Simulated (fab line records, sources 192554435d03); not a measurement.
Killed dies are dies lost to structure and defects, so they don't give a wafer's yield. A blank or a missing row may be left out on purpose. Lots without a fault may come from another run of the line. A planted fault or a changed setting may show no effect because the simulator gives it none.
Chamber matching | flow n5_finfet | N5_BEOL_M6_PECVD_70 on pecvd-02: 3 sister chambers
The step deposits SiO2 from TEOS/O2, target thk 20 nm, time 22.7 s. 20 wafers are shown with their chamber, then 10 later ones without.

WAFERS WITH THEIR CHAMBER
wafer  | chamber | showerhead_plenum_p_Torr (Torr) | throttle_valve_pct (%) | heater_power_w (W)
L076.1 | 2       | 8.70                            | 21.5                   | 686
L076.2 | 1       | 8.63                            | 24.5                   | 874
L076.5 | 2       | 8.68                            | 21.9                   | 666
L080.2 | 0       | 8.81                            | 21.9                   | 715
L080.4 | 1       | 8.63                            | 24.5                   | 883
L080.5 | 2       | 8.69                            | 21.8                   | 638
L081.1 | 0       | 8.81                            | 21.9                   | 739
L081.2 | 1       | 8.62                            | 24.4                   | 737
L081.3 | 2       | 8.67                            | 22.1                   | 664
L083.2 | 1       | 8.63                            | 24.5                   | 787
L083.5 | 0       | 8.81                            | 21.5                   | 684
L083.6 | 1       | 8.62                            | 24.7                   | 799
L085.1 | 1       | 8.64                            | 24.7                   | 881
L085.2 | 2       | 8.66                            | 21.9                   | 649
L085.5 | 1       | 8.65                            | 24.3                   | 868
L089.2 | 1       | 8.63                            | 24.4                   | 862
L089.3 | 2       | 8.70                            | 21.8                   | 649
L089.6 | 2       | 8.69                            | 21.8                   | 645
L092.1 | 1       | 8.64                            | 24.3                   | 754
L092.4 | 1       | 8.63                            | 24.5                   | 740

SIGNATURES (means of the wafers above)
reading                  | chamber 0 | chamber 1 | chamber 2 | scatter within a chamber
showerhead_plenum_p_Torr | 8.8100    | 8.6320    | 8.6843    | 0.0112
throttle_valve_pct       | 21.767    | 24.480    | 21.829    | 0.167
heater_power_w           | 712.67    | 818.50    | 656.71    | 46.6
Rule: a wafer's distance from a chamber is the root of the sum, over the readings, of the square of ((its reading less the chamber's mean) divided by the reading's scatter). The wafer belongs to the nearest chamber; if the next one is less than 2 further off, it can't be placed. The scatter: the root of (the sum of the squares of (reading less its chamber's mean) over the shown wafers, divided by (wafers less chambers)).

WAFERS WITHOUT THEIR CHAMBER
wafer  | showerhead_plenum_p_Torr (Torr) | throttle_valve_pct (%) | heater_power_w (W)
L092.6 | 8.67                            | 22.1                   | 673
L094.1 | 8.79                            | 21.7                   | 623
L094.2 | 8.64                            | 24.4                   | 842
L094.5 | 8.67                            | 22.0                   | 576
L097.2 | 8.63                            | 24.3                   | 848
L097.3 | 8.79                            | 21.8                   | 634
L097.6 | 8.81                            | 21.5                   | 679
L096.2 | 8.69                            | 22.1                   | 604
L096.4 | 8.64                            | 24.3                   | 783
L096.6 | 8.82                            | 21.8                   | 679

WHICH CHAMBER EACH WENT THROUGH
wafer  | from the rows above | in truth
L092.6 | 2                   | 2
L094.1 | 0                   | 0
L094.2 | 1                   | 1
L094.5 | 2                   | 2
L097.2 | 1                   | 1
L097.3 | 0                   | 0
L097.6 | 0                   | 0
L096.2 | 2                   | 2
L096.4 | 1                   | 1
L096.6 | 0                   | 0
Placed correctly: 10 of 10. Can't be placed from these rows: 0. Placed wrongly: 0.
